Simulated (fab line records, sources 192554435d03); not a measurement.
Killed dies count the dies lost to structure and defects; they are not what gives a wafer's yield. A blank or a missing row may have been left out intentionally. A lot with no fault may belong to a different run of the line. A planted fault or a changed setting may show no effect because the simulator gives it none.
Split-lot trial || flow n5_finfet || route with 1938 steps; 7 lots, 39 wafers read

== THE SPLIT ==
At N5_MOL_CONTACT_COAG_ETCH_106 (etches SOC in N2/H2, target depth 80 nm, overetch 16 nm, time 120 s), the setting source_w was moved away from the recipe's 840 W on 12 of the 39 wafers read, by -13.6% to +13.8%. All remaining wafers had this setting at the recipe value.

The split's own step is where the reading is taken.

== THE READING ==
rf_vpp_V, in V, at N5_MOL_CONTACT_COAG_ETCH_106 (etches SOC in N2/H2, target depth 80 nm, overetch 16 nm, time 120 s). On this fab line, fault-free wafers typically give 525.0 V with a standard deviation of 2.5 V.

{"wafer": "L074.1", "tool, chamber at the split": "rie_diel-03, 3", "source_w as run, W": 840, "against the recipe": "recipe", "rf_vpp_V, V": 521.7, "against lot-mates on the recipe": "-"}
{"wafer": "L074.2", "tool, chamber at the split": "rie_diel-03, 0", "source_w as run, W": 840, "against the recipe": "recipe", "rf_vpp_V, V": 525.0, "against lot-mates on the recipe": "-"}
{"wafer": "L074.3", "tool, chamber at the split": "rie_diel-03, 2", "source_w as run, W": 840, "against the recipe": "recipe", "rf_vpp_V, V": 525.1, "against lot-mates on the recipe": "-"}
{"wafer": "L074.4", "tool, chamber at the split": "rie_diel-03, 1", "source_w as run, W": 840, "against the recipe": "recipe", "rf_vpp_V, V": 527.6, "against lot-mates on the recipe": "-"}
{"wafer": "L074.5", "tool, chamber at the split": "rie_diel-03, 0", "source_w as run, W": 840, "against the recipe": "recipe", "rf_vpp_V, V": 526.5, "against lot-mates on the recipe": "-"}
{"wafer": "L074.6", "tool, chamber at the split": "rie_diel-03, 3", "source_w as run, W": 840, "against the recipe": "recipe", "rf_vpp_V, V": 522.9, "against lot-mates on the recipe": "-"}
{"wafer": "L075.2", "tool, chamber at the split": "rie_diel-03, 2", "source_w as run, W": 840, "against the recipe": "recipe", "rf_vpp_V, V": 524.7, "against lot-mates on the recipe": "-"}
{"wafer": "L075.4", "tool, chamber at the split": "rie_diel-03, 0", "source_w as run, W": 840, "against the recipe": "recipe", "rf_vpp_V, V": 525.8, "against lot-mates on the recipe": "-"}
{"wafer": "L075.6", "tool, chamber at the split": "rie_diel-03, 3", "source_w as run, W": 840, "against the recipe": "recipe", "rf_vpp_V, V": 522.1, "against lot-mates on the recipe": "-"}
{"wafer": "L080.1", "tool, chamber at the split": "rie_diel-03, 0", "source_w as run, W": 777.1, "against the recipe": "-7.5%", "rf_vpp_V, V": 539.6, "against lot-mates on the recipe": "+13.4"}
{"wafer": "L080.2", "tool, chamber at the split": "rie_diel-03, 1", "source_w as run, W": 840, "against the recipe": "recipe", "rf_vpp_V, V": 527.4, "against lot-mates on the recipe": "-"}
{"wafer": "L080.3", "tool, chamber at the split": "rie_diel-03, 3", "source_w as run, W": 777.1, "against the recipe": "-7.5%", "rf_vpp_V, V": 537.2, "against lot-mates on the recipe": "+11.0"}
{"wafer": "L080.4", "tool, chamber at the split": "rie_diel-03, 2", "source_w as run, W": 840, "against the recipe": "recipe", "rf_vpp_V, V": 524.7, "against lot-mates on the recipe": "-"}
{"wafer": "L080.5", "tool, chamber at the split": "rie_diel-03, 0", "source_w as run, W": 840, "against the recipe": "recipe", "rf_vpp_V, V": 526.6, "against lot-mates on the recipe": "-"}
{"wafer": "L080.6", "tool, chamber at the split": "rie_diel-03, 3", "source_w as run, W": 777.1, "against the recipe": "-7.5%", "rf_vpp_V, V": 535.7, "against lot-mates on the recipe": "+9.5"}
{"wafer": "L087.1", "tool, chamber at the split": "rie_diel-03, 2", "source_w as run, W": 840, "against the recipe": "recipe", "rf_vpp_V, V": 526.4, "against lot-mates on the recipe": "-"}
{"wafer": "L087.2", "tool, chamber at the split": "rie_diel-03, 1", "source_w as run, W": 840, "against the recipe": "recipe", "rf_vpp_V, V": 526.8, "against lot-mates on the recipe": "-"}
{"wafer": "L087.3", "tool, chamber at the split": "rie_diel-03, 0", "source_w as run, W": 840, "against the recipe": "recipe", "rf_vpp_V, V": 524.9, "against lot-mates on the recipe": "-"}
{"wafer": "L087.4", "tool, chamber at the split": "rie_diel-03, 3", "source_w as run, W": 840, "against the recipe": "recipe", "rf_vpp_V, V": 521.3, "against lot-mates on the recipe": "-"}
{"wafer": "L087.5", "tool, chamber at the split": "rie_diel-03, 2", "source_w as run, W": 840, "against the recipe": "recipe", "rf_vpp_V, V": 525.3, "against lot-mates on the recipe": "-"}
{"wafer": "L087.6", "tool, chamber at the split": "rie_diel-03, 3", "source_w as run, W": 840, "against the recipe": "recipe", "rf_vpp_V, V": 520.5, "against lot-mates on the recipe": "-"}
{"wafer": "L089.1", "tool, chamber at the split": "rie_diel-03, 0", "source_w as run, W": 840, "against the recipe": "recipe", "rf_vpp_V, V": 526.0, "against lot-mates on the recipe": "-"}
{"wafer": "L089.2", "tool, chamber at the split": "rie_diel-03, 3", "source_w as run, W": 725.6, "against the recipe": "-13.6%", "rf_vpp_V, V": 548.1, "against lot-mates on the recipe": "+23.0"}
{"wafer": "L089.3", "tool, chamber at the split": "rie_diel-03, 2", "source_w as run, W": 840, "against the recipe": "recipe", "rf_vpp_V, V": 523.9, "against lot-mates on the recipe": "-"}
{"wafer": "L089.4", "tool, chamber at the split": "rie_diel-03, 1", "source_w as run, W": 840, "against the recipe": "recipe", "rf_vpp_V, V": 525.3, "against lot-mates on the recipe": "-"}
{"wafer": "L089.5", "tool, chamber at the split": "rie_diel-03, 1", "source_w as run, W": 725.6, "against the recipe": "-13.6%", "rf_vpp_V, V": 552.8, "against lot-mates on the recipe": "+27.7"}
{"wafer": "L089.6", "tool, chamber at the split": "rie_diel-03, 2", "source_w as run, W": 725.6, "against the recipe": "-13.6%", "rf_vpp_V, V": 549.8, "against lot-mates on the recipe": "+24.7"}
{"wafer": "L090.1", "tool, chamber at the split": "rie_diel-06, 3", "source_w as run, W": 840, "against the recipe": "recipe", "rf_vpp_V, V": 530.7, "against lot-mates on the recipe": "-"}
{"wafer": "L090.2", "tool, chamber at the split": "rie_diel-06, 0", "source_w as run, W": 956.3, "against the recipe": "+13.8%", "rf_vpp_V, V": 504.2, "against lot-mates on the recipe": -23.4}
{"wafer": "L090.3", "tool, chamber at the split": "rie_diel-06, 2", "source_w as run, W": 956.3, "against the recipe": "+13.8%", "rf_vpp_V, V": 500.9, "against lot-mates on the recipe": -26.7}
{"wafer": "L090.4", "tool, chamber at the split": "rie_diel-06, 1", "source_w as run, W": 840, "against the recipe": "recipe", "rf_vpp_V, V": 525.4, "against lot-mates on the recipe": "-"}
{"wafer": "L090.5", "tool, chamber at the split": "rie_diel-06, 0", "source_w as run, W": 840, "against the recipe": "recipe", "rf_vpp_V, V": 526.6, "against lot-mates on the recipe": "-"}
{"wafer": "L090.6", "tool, chamber at the split": "rie_diel-06, 3", "source_w as run, W": 956.3, "against the recipe": "+13.8%", "rf_vpp_V, V": 506.5, "against lot-mates on the recipe": -21.1}
{"wafer": "L093.1", "tool, chamber at the split": "rie_diel-01, 0", "source_w as run, W": 840, "against the recipe": "recipe", "rf_vpp_V, V": 527.6, "against lot-mates on the recipe": "-"}
{"wafer": "L093.2", "tool, chamber at the split": "rie_diel-01, 1", "source_w as run, W": 791.1, "against the recipe": "-5.8%", "rf_vpp_V, V": 529.8, "against lot-mates on the recipe": "+5.1"}
{"wafer": "L093.3", "tool, chamber at the split": "rie_diel-01, 2", "source_w as run, W": 840, "against the recipe": "recipe", "rf_vpp_V, V": 526.8, "against lot-mates on the recipe": "-"}
{"wafer": "L093.4", "tool, chamber at the split": "rie_diel-01, 2", "source_w as run, W": 791.1, "against the recipe": "-5.8%", "rf_vpp_V, V": 538.6, "against lot-mates on the recipe": "+13.9"}
{"wafer": "L093.5", "tool, chamber at the split": "rie_diel-01, 1", "source_w as run, W": 840, "against the recipe": "recipe", "rf_vpp_V, V": 519.8, "against lot-mates on the recipe": "-"}
{"wafer": "L093.6", "tool, chamber at the split": "rie_diel-01, 0", "source_w as run, W": 791.1, "against the recipe": "-5.8%", "rf_vpp_V, V": 537.3, "against lot-mates on the recipe": "+12.6"}

THE FIT
A straight line over all 39 wafers: rf_vpp_V changes by -1.68 V for each +1% of source_w; r = -0.97; the points scatter about the line by 2.6 V.
The same after taking each lot's own level away (the mean of its wafers on the recipe; 39 wafers): -1.75 V for each +1%; r = -0.97; scatter 2.4 V.
On that fit, the largest move of source_w shifts the reading by 24 V.
From 524.20 to 527.57 V: that is the span of the lots' own levels, equal to 1.3 times the standard deviation above.
So the lot-to-lot level changes the slope little: the two slopes agree.
Check: with one of the wafers moved furthest among these (+13.8%) left out of the fit, the line predicts -24.3 V for it against its lot-mates. It came out at -23.4 V against them.
Tool readings at the split's step, against how far the setting was moved: rf_vpp_V r = -0.97.

== FILE'S OWN FIT ==
rf_vpp_V changes by -1.75 V for each +1% of source_w, r = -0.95.
